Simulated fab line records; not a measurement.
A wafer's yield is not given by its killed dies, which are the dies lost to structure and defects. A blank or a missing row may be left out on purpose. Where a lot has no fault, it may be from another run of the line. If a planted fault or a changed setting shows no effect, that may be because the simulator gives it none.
Which tool was responsible? :: flow nand-harc :: Sampling: 24 lots, 72 wafers, 6 of 1302 route steps

WHAT EACH GAUGE READ, for each wafer
NHARC_A_BONDPAD_CD_MEAS_09: the cd target is 500 nm. Usual: cd-nm reads 500.0 nm (standard deviation 1.7).
lot: L077
measured: day 24 00:13
on: cd-sem-01
cd-nm (nm): 500.5 500.3 500.4
flag: 

lot: L074
measured: day 24 02:23
on: cd-sem-03
cd-nm (nm): 500.3 502.2 502.1
flag: 

lot: L075
measured: day 24 09:41
on: cd-sem-01
cd-nm (nm): 500.5 501.8 500.7
flag: 

lot: L076
measured: day 24 14:20
on: cd-sem-03
cd-nm (nm): 496.9 498.1 499.1
flag: 

lot: L078
measured: day 25 06:35
on: cd-sem-01
cd-nm (nm): 500.3 499.6 501.0
flag: 

lot: L079
measured: day 25 10:21
on: cd-sem-01
cd-nm (nm): 499.3 501.7 499.8
flag: 

lot: L081
measured: day 25 17:12
on: cd-sem-01
cd-nm (nm): 499.0 499.9 500.8
flag: 

lot: L080
measured: day 25 19:50
on: cd-sem-01
cd-nm (nm): 501.9 497.8 503.2
flag: 

lot: L082
measured: day 26 22:44
on: cd-sem-01
cd-nm (nm): 503.9 500.6 500.0
flag: 

lot: L083
measured: day 27 14:08
on: cd-sem-02
cd-nm (nm): 498.6 498.9 497.9
flag: 

lot: L084
measured: day 27 14:58
on: cd-sem-03
cd-nm (nm): 499.8 503.5 499.9
flag: 

lot: L085
measured: day 27 20:52
on: cd-sem-01
cd-nm (nm): 500.2 499.9 500.1
flag: 

lot: L086
measured: day 28 01:55
on: cd-sem-03
cd-nm (nm): 500.0 504.0 498.4
flag: 

lot: L087
measured: day 28 07:05
on: cd-sem-01
cd-nm (nm): 497.4 496.9 499.0
flag: 

lot: L089
measured: day 29 02:52
on: cd-sem-03
cd-nm (nm): 501.8 500.5 500.9
flag: 

lot: L088
measured: day 29 04:18
on: cd-sem-02
cd-nm (nm): 498.7 500.4 498.4
flag: 

lot: L090
measured: day 30 15:05
on: cd-sem-02
cd-nm (nm): 497.1 499.5 501.8
flag: 

lot: L092
measured: day 30 22:42
on: cd-sem-02
cd-nm (nm): 501.0 498.5 500.7
flag: 

lot: L091
measured: day 31 00:27
on: cd-sem-02
cd-nm (nm): 499.5 498.9 500.5
flag: 

lot: L093
measured: day 31 02:54
on: cd-sem-01
cd-nm (nm): 500.8 498.8 500.4
flag: 

lot: L094
measured: day 31 13:16
on: cd-sem-03
cd-nm (nm): 498.3 499.2 500.8
flag: 

lot: L095
measured: day 32 07:56
on: cd-sem-01
cd-nm (nm): 498.0 498.6 499.0
flag: 

lot: L097
measured: day 32 19:47
on: cd-sem-03
cd-nm (nm): 500.0 501.6 500.3
flag: 

lot: L096
measured: day 33 07:45
on: cd-sem-02
cd-nm (nm): 498.4 497.5 497.3
flag: 

NHARC_THIN_TSV_INSPECT_40. Usual: raw-defect-count reads 559 (standard deviation 83).
lot: L077
measured: day 25 08:47
on: defect-inspect-01
raw-defect-count: 633 601 694
flag: 

lot: L074
measured: day 25 08:47
on: defect-inspect-02
raw-defect-count: 592 508 581
flag: 

lot: L075
measured: day 25 12:42
on: defect-inspect-01
raw-defect-count: 466 506 638
flag: 

lot: L076
measured: day 25 23:58
on: defect-inspect-01
raw-defect-count: 622 572 782
flag: 

lot: L078
measured: day 26 09:53
on: defect-inspect-02
raw-defect-count: 499 534 482
flag: 

lot: L079
measured: day 26 19:26
on: defect-inspect-01
raw-defect-count: 584 570 502
flag: 

lot: L081
measured: day 26 19:26
on: defect-inspect-02
raw-defect-count: 652 531 442
flag: 

lot: L080
measured: day 26 23:46
on: defect-inspect-01
raw-defect-count: 538 557 637
flag: 

lot: L082
measured: day 28 02:46
on: defect-inspect-01
raw-defect-count: 650 515 572
flag: 

lot: L083
measured: day 28 18:02
on: defect-inspect-01
raw-defect-count: 579 757 441
flag: 

lot: L084
measured: day 28 18:02
on: defect-inspect-02
raw-defect-count: 518 548 476
flag: 

lot: L085
measured: day 28 23:50
on: defect-inspect-01
raw-defect-count: 424 494 462
flag: 

lot: L086
measured: day 29 07:10
on: defect-inspect-02
raw-defect-count: 505 489 617
flag: 

lot: L087
measured: day 29 07:10
on: defect-inspect-01
raw-defect-count: 613 588 558
flag: 

lot: L089
measured: day 30 05:49
on: defect-inspect-02
raw-defect-count: 491 614 437
flag: 

lot: L088
measured: day 30 05:49
on: defect-inspect-01
raw-defect-count: 710 566 602
flag: 

lot: L090
measured: day 31 17:58
on: defect-inspect-01
raw-defect-count: 627 711 627
flag: 

lot: L092
measured: day 32 01:52
on: defect-inspect-01
raw-defect-count: 667 554 701
flag: 

lot: L091
measured: day 32 01:52
on: defect-inspect-02
raw-defect-count: 437 549 495
flag: 

lot: L093
measured: day 32 06:03
on: defect-inspect-01
raw-defect-count: 446 476 630
flag: 

lot: L094
measured: day 33 04:37
on: defect-inspect-01
raw-defect-count: 515 494 510
flag: 

lot: L095
measured: day 33 11:11
on: defect-inspect-02
raw-defect-count: 499 455 513
flag: 

lot: L097
measured: day 33 23:04
on: defect-inspect-01
raw-defect-count: 480 598 668
flag: 

lot: L096
measured: day 34 10:50
on: defect-inspect-01
raw-defect-count: 499 641 462
flag: 

WHICH TOOL RAN EACH LOT (tool, then ch and the chambers of the sampled wafers, then the start)
lot: L077
NHARC_A_BONDPAD_PRE_CLEAN_26: pvd-sputter-01, day 24 20:15 or earlier
NHARC_THIN_TSV_CMP_01: cmp-03 ch 0,2,3, day 24 20:15
NHARC_THIN_TSV_PRE_CLEAN_54: pvd-sputter-03, day 25 02:23
NHARC_THIN_TSV_ETCH_36: rie-metal-02 ch 0,1, day 25 04:02

lot: L074
NHARC_A_BONDPAD_PRE_CLEAN_26: pvd-sputter-02, day 24 19:00 or earlier
NHARC_THIN_TSV_CMP_01: cmp-03 ch 0,1,2, day 24 19:00
NHARC_THIN_TSV_PRE_CLEAN_54: pvd-sputter-02, day 25 01:13
NHARC_THIN_TSV_ETCH_36: rie-metal-03 ch 0,1, day 25 03:22

lot: L075
NHARC_A_BONDPAD_PRE_CLEAN_26: pvd-sputter-03, day 24 23:22 or earlier
NHARC_THIN_TSV_CMP_01: cmp-04 ch 1,2, day 24 23:22
NHARC_THIN_TSV_PRE_CLEAN_54: pvd-sputter-03, day 25 05:35
NHARC_THIN_TSV_ETCH_36: rie-metal-02 ch 0,1, day 25 07:13

lot: L076
NHARC_A_BONDPAD_PRE_CLEAN_26: pvd-sputter-02, day 24 15:38
NHARC_THIN_TSV_CMP_01: cmp-03 ch 0,2,3, day 25 07:24
NHARC_THIN_TSV_PRE_CLEAN_54: pvd-sputter-02, day 25 14:20
NHARC_THIN_TSV_ETCH_36: rie-metal-02 ch 0,1, day 25 15:56

lot: L078
NHARC_A_BONDPAD_PRE_CLEAN_26: pvd-sputter-02, day 25 20:35 or earlier
NHARC_THIN_TSV_CMP_01: cmp-03 ch 2,3, day 25 20:35
NHARC_THIN_TSV_PRE_CLEAN_54: pvd-sputter-03, day 26 02:45
NHARC_THIN_TSV_ETCH_36: rie-metal-01 ch 0,1, day 26 04:22

lot: L079
NHARC_A_BONDPAD_PRE_CLEAN_26: pvd-sputter-02, day 26 04:17 or earlier
NHARC_THIN_TSV_CMP_01: cmp-03 ch 0,1,2, day 26 04:17
NHARC_THIN_TSV_PRE_CLEAN_54: pvd-sputter-01, day 26 10:47
NHARC_THIN_TSV_ETCH_36: rie-metal-02 ch 0,1, day 26 12:16

lot: L081
NHARC_A_BONDPAD_PRE_CLEAN_26: pvd-sputter-02, day 26 05:29 or earlier
NHARC_THIN_TSV_CMP_01: cmp-04 ch 1,2, day 26 05:29
NHARC_THIN_TSV_PRE_CLEAN_54: pvd-sputter-03, day 26 11:59
NHARC_THIN_TSV_ETCH_36: rie-metal-02 ch 0,1, day 26 13:28

lot: L080
NHARC_A_BONDPAD_PRE_CLEAN_26: pvd-sputter-03, day 26 09:25 or earlier
NHARC_THIN_TSV_CMP_01: cmp-03 ch 0,1, day 26 09:25
NHARC_THIN_TSV_PRE_CLEAN_54: pvd-sputter-02, day 26 15:37
NHARC_THIN_TSV_ETCH_36: rie-metal-03 ch 1, day 26 17:19

lot: L082
NHARC_A_BONDPAD_PRE_CLEAN_26: pvd-sputter-03, day 27 13:23 or earlier
NHARC_THIN_TSV_CMP_01: cmp-04 ch 0,1,3, day 27 13:23
NHARC_THIN_TSV_PRE_CLEAN_54: pvd-sputter-01, day 27 19:45
NHARC_THIN_TSV_ETCH_36: rie-metal-03 ch 0,1, day 27 21:20

lot: L083
NHARC_A_BONDPAD_PRE_CLEAN_26: pvd-sputter-01, day 28 04:43 or earlier
NHARC_THIN_TSV_CMP_01: cmp-04 ch 0,1,3, day 28 04:43
NHARC_THIN_TSV_PRE_CLEAN_54: pvd-sputter-01, day 28 10:53
NHARC_THIN_TSV_ETCH_36: rie-metal-02 ch 0,1, day 28 12:29

lot: L084
NHARC_A_BONDPAD_PRE_CLEAN_26: pvd-sputter-01, day 28 05:57 or earlier
NHARC_THIN_TSV_CMP_01: cmp-04 ch 0,1,2, day 28 05:57
NHARC_THIN_TSV_PRE_CLEAN_54: pvd-sputter-02, day 28 12:05
NHARC_THIN_TSV_ETCH_36: rie-metal-02 ch 0,1, day 28 13:35

lot: L085
NHARC_A_BONDPAD_PRE_CLEAN_26: pvd-sputter-03, day 28 10:38 or earlier
NHARC_THIN_TSV_CMP_01: cmp-02 ch 0,2,3, day 28 10:38
NHARC_THIN_TSV_PRE_CLEAN_54: pvd-sputter-02, day 28 16:49
NHARC_THIN_TSV_ETCH_36: rie-metal-03 ch 0,1, day 28 18:19

lot: L086
NHARC_A_BONDPAD_PRE_CLEAN_26: pvd-sputter-03, day 28 15:38 or earlier
NHARC_THIN_TSV_CMP_01: cmp-04 ch 1,2,3, day 28 15:38
NHARC_THIN_TSV_PRE_CLEAN_54: pvd-sputter-03, day 28 21:47
NHARC_THIN_TSV_ETCH_36: rie-metal-01 ch 0,1, day 28 23:17

lot: L087
NHARC_A_BONDPAD_PRE_CLEAN_26: pvd-sputter-02, day 28 20:55 or earlier
NHARC_THIN_TSV_CMP_01: cmp-04 ch 0,1,2, day 28 20:55
NHARC_THIN_TSV_PRE_CLEAN_54: pvd-sputter-03, day 29 03:01
NHARC_THIN_TSV_ETCH_36: rie-metal-03 ch 0,1, day 29 04:39

lot: L089
NHARC_A_BONDPAD_PRE_CLEAN_26: pvd-sputter-01, day 29 16:37 or earlier
NHARC_THIN_TSV_CMP_01: cmp-03 ch 0,2,3, day 29 16:37
NHARC_THIN_TSV_PRE_CLEAN_54: pvd-sputter-03, day 29 22:43
NHARC_THIN_TSV_ETCH_36: rie-metal-02 ch 0,1, day 30 00:19

lot: L088
NHARC_A_BONDPAD_PRE_CLEAN_26: pvd-sputter-03, day 29 17:45 or earlier
NHARC_THIN_TSV_CMP_01: cmp-04 ch 1,2, day 29 17:45
NHARC_THIN_TSV_PRE_CLEAN_54: pvd-sputter-02, day 29 23:57
NHARC_THIN_TSV_ETCH_36: rie-metal-01 ch 0,1, day 30 01:26

lot: L090
NHARC_A_BONDPAD_PRE_CLEAN_26: pvd-sputter-01, day 31 04:48 or earlier
NHARC_THIN_TSV_CMP_01: cmp-02 ch 0,2, day 31 04:48
NHARC_THIN_TSV_PRE_CLEAN_54: pvd-sputter-03, day 31 10:55
NHARC_THIN_TSV_ETCH_36: rie-metal-03 ch 0,1, day 31 12:33

lot: L092
NHARC_A_BONDPAD_PRE_CLEAN_26: pvd-sputter-03, day 31 12:23 or earlier
NHARC_THIN_TSV_CMP_01: cmp-04 ch 0,2,3, day 31 12:23
NHARC_THIN_TSV_PRE_CLEAN_54: pvd-sputter-01, day 31 18:50
NHARC_THIN_TSV_ETCH_36: rie-metal-02 ch 0,1, day 31 20:20

lot: L091
NHARC_A_BONDPAD_PRE_CLEAN_26: pvd-sputter-02, day 31 13:36 or earlier
NHARC_THIN_TSV_CMP_01: cmp-04 ch 0,2,3, day 31 13:36
NHARC_THIN_TSV_PRE_CLEAN_54: pvd-sputter-02, day 31 19:47
NHARC_THIN_TSV_ETCH_36: rie-metal-03 ch 0,1, day 31 21:24

lot: L093
NHARC_A_BONDPAD_PRE_CLEAN_26: pvd-sputter-01, day 31 16:43 or earlier
NHARC_THIN_TSV_CMP_01: cmp-02 ch 1,2,3, day 31 16:43
NHARC_THIN_TSV_PRE_CLEAN_54: pvd-sputter-03, day 31 22:53
NHARC_THIN_TSV_ETCH_36: rie-metal-01 ch 0,1, day 32 00:29

lot: L094
NHARC_A_BONDPAD_PRE_CLEAN_26: pvd-sputter-03, day 32 15:07 or earlier
NHARC_THIN_TSV_CMP_01: cmp-03 ch 0,1,2, day 32 15:07
NHARC_THIN_TSV_PRE_CLEAN_54: pvd-sputter-03, day 32 21:27
NHARC_THIN_TSV_ETCH_36: rie-metal-01 ch 0,1, day 32 23:04

lot: L095
NHARC_A_BONDPAD_PRE_CLEAN_26: pvd-sputter-02, day 32 21:32 or earlier
NHARC_THIN_TSV_CMP_01: cmp-03 ch 1,2, day 32 21:32
NHARC_THIN_TSV_PRE_CLEAN_54: pvd-sputter-02, day 33 03:48
NHARC_THIN_TSV_ETCH_36: rie-metal-02 ch 0,1, day 33 05:23

lot: L097
NHARC_A_BONDPAD_PRE_CLEAN_26: pvd-sputter-02, day 33 09:33 or earlier
NHARC_THIN_TSV_CMP_01: cmp-04 ch 1,2, day 33 09:33
NHARC_THIN_TSV_PRE_CLEAN_54: pvd-sputter-01, day 33 15:51
NHARC_THIN_TSV_ETCH_36: rie-metal-03 ch 0,1, day 33 17:34

lot: L096
NHARC_A_BONDPAD_PRE_CLEAN_26: pvd-sputter-03, day 33 21:36 or earlier
NHARC_THIN_TSV_CMP_01: cmp-03 ch 0,1,2, day 33 21:36
NHARC_THIN_TSV_PRE_CLEAN_54: pvd-sputter-01, day 34 03:43
NHARC_THIN_TSV_ETCH_36: rie-metal-01 ch 0,1, day 34 05:19
- NHARC_A_BONDPAD_PRE_CLEAN_26: time 30 s.
- NHARC_THIN_TSV_CMP_01: polishes.
- NHARC_THIN_TSV_PRE_CLEAN_54: time 30 s.
- NHARC_THIN_TSV_ETCH_36: etches the open film in Cl2/BCl3, target depth 65 nm, time 18.571 s.

WHAT THE TOOLS THEMSELVES READ (means of the sampled wafers that have a number; where no wafer has one, the mark that the record gives instead)
NHARC_A_BONDPAD_PRE_CLEAN_26. Usual: heater-power-w reads 406 W (standard deviation 42).
lot: L077
tool: pvd-sputter-01
heater-power-w (W): 436
flag: 

lot: L074
tool: pvd-sputter-02
heater-power-w (W): 430
flag: 

lot: L075
tool: pvd-sputter-03
heater-power-w (W): 405
flag: 

lot: L076
tool: pvd-sputter-02
heater-power-w (W): 424
flag: 

lot: L078
tool: pvd-sputter-02
heater-power-w (W): 433
flag: 

lot: L079
tool: pvd-sputter-02
heater-power-w (W): 465
flag: 

lot: L081
tool: pvd-sputter-02
heater-power-w (W): 420
flag: 

lot: L080
tool: pvd-sputter-03
heater-power-w (W): 394
flag: 

lot: L082
tool: pvd-sputter-03
heater-power-w (W): 378
flag: 

lot: L083
tool: pvd-sputter-01
heater-power-w (W): 369
flag: 

lot: L084
tool: pvd-sputter-01
heater-power-w (W): 390
flag: 

lot: L085
tool: pvd-sputter-03
heater-power-w (W): 410
flag: 

lot: L086
tool: pvd-sputter-03
heater-power-w (W): 369
flag: 

lot: L087
tool: pvd-sputter-02
heater-power-w (W): 417
flag: 

lot: L089
tool: pvd-sputter-01
heater-power-w (W): 365
flag: 

lot: L088
tool: pvd-sputter-03
heater-power-w (W): 398
flag: 

lot: L090
tool: pvd-sputter-01
heater-power-w (W): 349
flag: 

lot: L092
tool: pvd-sputter-03
heater-power-w (W): 408
flag: 

lot: L091
tool: pvd-sputter-02
heater-power-w (W): 426
flag: 

lot: L093
tool: pvd-sputter-01
heater-power-w (W): 358
flag: 

lot: L094
tool: pvd-sputter-03
heater-power-w (W): 418
flag: 

lot: L095
tool: pvd-sputter-02
heater-power-w (W): 440
flag: 

lot: L097
tool: pvd-sputter-02
heater-power-w (W): 431
flag: 

lot: L096
tool: pvd-sputter-03
heater-power-w (W): 414
flag: 

NHARC_THIN_TSV_CMP_01. Usual: motor-current-A reads 11.9 A (standard deviation 1.6).
lot: L077
tool: cmp-03
motor-current-A (A): 10.7
flag: 

lot: L074
tool: cmp-03
motor-current-A (A): 10.5
flag: 

lot: L075
tool: cmp-04
motor-current-A (A): 13.4
flag: 

lot: L076
tool: cmp-03
motor-current-A (A): 10.9
flag: 

lot: L078
tool: cmp-03
motor-current-A (A): 11.9
flag: 

lot: L079
tool: cmp-03
motor-current-A (A): 10.8
flag: 

lot: L081
tool: cmp-04
motor-current-A (A): 12.9
flag: 

lot: L080
tool: cmp-03
motor-current-A (A): 9.6
flag: 

lot: L082
tool: cmp-04
motor-current-A (A): 13.2
flag: 

lot: L083
tool: cmp-04
motor-current-A (A): 13.0
flag: 

lot: L084
tool: cmp-04
motor-current-A (A): 12.8
flag: 

lot: L085
tool: cmp-02
motor-current-A (A): 10.9
flag: 

lot: L086
tool: cmp-04
motor-current-A (A): 13.4
flag: 

lot: L087
tool: cmp-04
motor-current-A (A): 12.7
flag: 

lot: L089
tool: cmp-03
motor-current-A (A): 10.7
flag: 

lot: L088
tool: cmp-04
motor-current-A (A): 13.1
flag: 

lot: L090
tool: cmp-02
motor-current-A (A): 10.8
flag: 

lot: L092
tool: cmp-04
motor-current-A (A): 12.7
flag: 

lot: L091
tool: cmp-04
motor-current-A (A): 12.8
flag: 

lot: L093
tool: cmp-02
motor-current-A (A): 11.2
flag: 

lot: L094
tool: cmp-03
motor-current-A (A): 10.5
flag: 

lot: L095
tool: cmp-03
motor-current-A (A): 11.9
flag: 

lot: L097
tool: cmp-04
motor-current-A (A): 13.1
flag: 

lot: L096
tool: cmp-03
motor-current-A (A): 10.4
flag: 

NHARC_THIN_TSV_PRE_CLEAN_54. Usual: heater-power-w reads 404 W (standard deviation 44).
lot: L077
tool: pvd-sputter-03
heater-power-w (W): 422
flag: 

lot: L074
tool: pvd-sputter-02
heater-power-w (W): 453
flag: 

lot: L075
tool: pvd-sputter-03
heater-power-w (W): 396
flag: 

lot: L076
tool: pvd-sputter-02
heater-power-w (W): 438
flag: 

lot: L078
tool: pvd-sputter-03
heater-power-w (W): 399
flag: 

lot: L079
tool: pvd-sputter-01
heater-power-w (W): 356
flag: 

lot: L081
tool: pvd-sputter-03
heater-power-w (W): 394
flag: 

lot: L080
tool: pvd-sputter-02
heater-power-w (W): 447
flag: 

lot: L082
tool: pvd-sputter-01
heater-power-w (W): 369
flag: 

lot: L083
tool: pvd-sputter-01
heater-power-w (W): 402
flag: 

lot: L084
tool: pvd-sputter-02
heater-power-w (W): 432
flag: 

lot: L085
tool: pvd-sputter-02
heater-power-w (W): 440
flag: 

lot: L086
tool: pvd-sputter-03
heater-power-w (W): 430
flag: 

lot: L087
tool: pvd-sputter-03
heater-power-w (W): 425
flag: 

lot: L089
tool: pvd-sputter-03
heater-power-w (W): 397
flag: 

lot: L088
tool: pvd-sputter-02
heater-power-w (W): 427
flag: 

lot: L090
tool: pvd-sputter-03
heater-power-w (W): 383
flag: 

lot: L092
tool: pvd-sputter-01
heater-power-w (W): 353
flag: 

lot: L091
tool: pvd-sputter-02
heater-power-w (W): 417
flag: 

lot: L093
tool: pvd-sputter-03
heater-power-w (W): 394
flag: 

lot: L094
tool: pvd-sputter-03
heater-power-w (W): 400
flag: 

lot: L095
tool: pvd-sputter-02
heater-power-w (W): 439
flag: 

lot: L097
tool: pvd-sputter-01
heater-power-w (W): 322
flag: 

lot: L096
tool: pvd-sputter-01
heater-power-w (W): 354
flag: 

NHARC_THIN_TSV_ETCH_36. Usual: drypump-motor-current-A 5.8 A, standard deviation 0.31; oes-product-au 1.001 a.u., standard deviation 0.01.
lot: L077
tool: rie-metal-02
drypump-motor-current-A (A): 5.9
oes-product-au (a.u.): 1.008
flag: 

lot: L074
tool: rie-metal-03
drypump-motor-current-A (A): 5.8
oes-product-au (a.u.): 0.999
flag: 

lot: L075
tool: rie-metal-02
drypump-motor-current-A (A): 5.6
oes-product-au (a.u.): 1.012
flag: 

lot: L076
tool: rie-metal-02
drypump-motor-current-A (A): 5.6
oes-product-au (a.u.): 1.017
flag: 

lot: L078
tool: rie-metal-01
drypump-motor-current-A (A): 5.8
oes-product-au (a.u.): 0.991
flag: 

lot: L079
tool: rie-metal-02
drypump-motor-current-A (A): 5.9
oes-product-au (a.u.): 0.999
flag: 

lot: L081
tool: rie-metal-02
drypump-motor-current-A (A): 5.6
oes-product-au (a.u.): 1.011
flag: 

lot: L080
tool: rie-metal-03
drypump-motor-current-A (A): 5.9
oes-product-au (a.u.): 0.990
flag: 

lot: L082
tool: rie-metal-03
drypump-motor-current-A (A): 5.9
oes-product-au (a.u.): 0.995
flag: 

lot: L083
tool: rie-metal-02
drypump-motor-current-A (A): 5.6
oes-product-au (a.u.): 0.993
flag: 

lot: L084
tool: rie-metal-02
drypump-motor-current-A (A): 5.9
oes-product-au (a.u.): 1.000
flag: 

lot: L085
tool: rie-metal-03
drypump-motor-current-A (A): 5.9
oes-product-au (a.u.): 1.000
flag: 

lot: L086
tool: rie-metal-01
drypump-motor-current-A (A): 6.0
oes-product-au (a.u.): 0.996
flag: 

lot: L087
tool: rie-metal-03
drypump-motor-current-A (A): 5.9
oes-product-au (a.u.): 0.998
flag: 

lot: L089
tool: rie-metal-02
drypump-motor-current-A (A): 5.6
oes-product-au (a.u.): 0.994
flag: 

lot: L088
tool: rie-metal-01
drypump-motor-current-A (A): 6.0
oes-product-au (a.u.): 1.000
flag: 

lot: L090
tool: rie-metal-03
drypump-motor-current-A (A): 5.9
oes-product-au (a.u.): 1.011
flag: 

lot: L092
tool: rie-metal-02
drypump-motor-current-A (A): 5.6
oes-product-au (a.u.): 0.995
flag: 

lot: L091
tool: rie-metal-03
drypump-motor-current-A (A): 5.9
oes-product-au (a.u.): 1.007
flag: 

lot: L093
tool: rie-metal-01
drypump-motor-current-A (A): 6.0
oes-product-au (a.u.): 1.000
flag: 

lot: L094
tool: rie-metal-01
drypump-motor-current-A (A): 6.0
oes-product-au (a.u.): 1.004
flag: 

lot: L095
tool: rie-metal-02
drypump-motor-current-A (A): 5.9
oes-product-au (a.u.): 0.994
flag: 

lot: L097
tool: rie-metal-03
drypump-motor-current-A (A): 5.8
oes-product-au (a.u.): 1.014
flag: 

lot: L096
tool: rie-metal-01
drypump-motor-current-A (A): 6.0
oes-product-au (a.u.): 1.007
flag: 

THE ANSWER, worked out from the rows above alone
Rule: a lot is off if the mean of its wafers that have a number lies more than 3 standard deviations from the usual mean. A lot without any number at a reading at which 4 lots or more have one is off too. Where the step has rows for the other lots, those lots are counted as sound. Order of review: gauges by route order, followed by the tools' own readings, for which a lot's mean as printed above is used. The first step at which some lot is off is used, and at that step the reading that is off furthest; a lot without a number counts as furthest.
Across all readings shown, no lot is off: no conclusion can be drawn from this.

WHAT THE SIMULATOR HAD PUT IN
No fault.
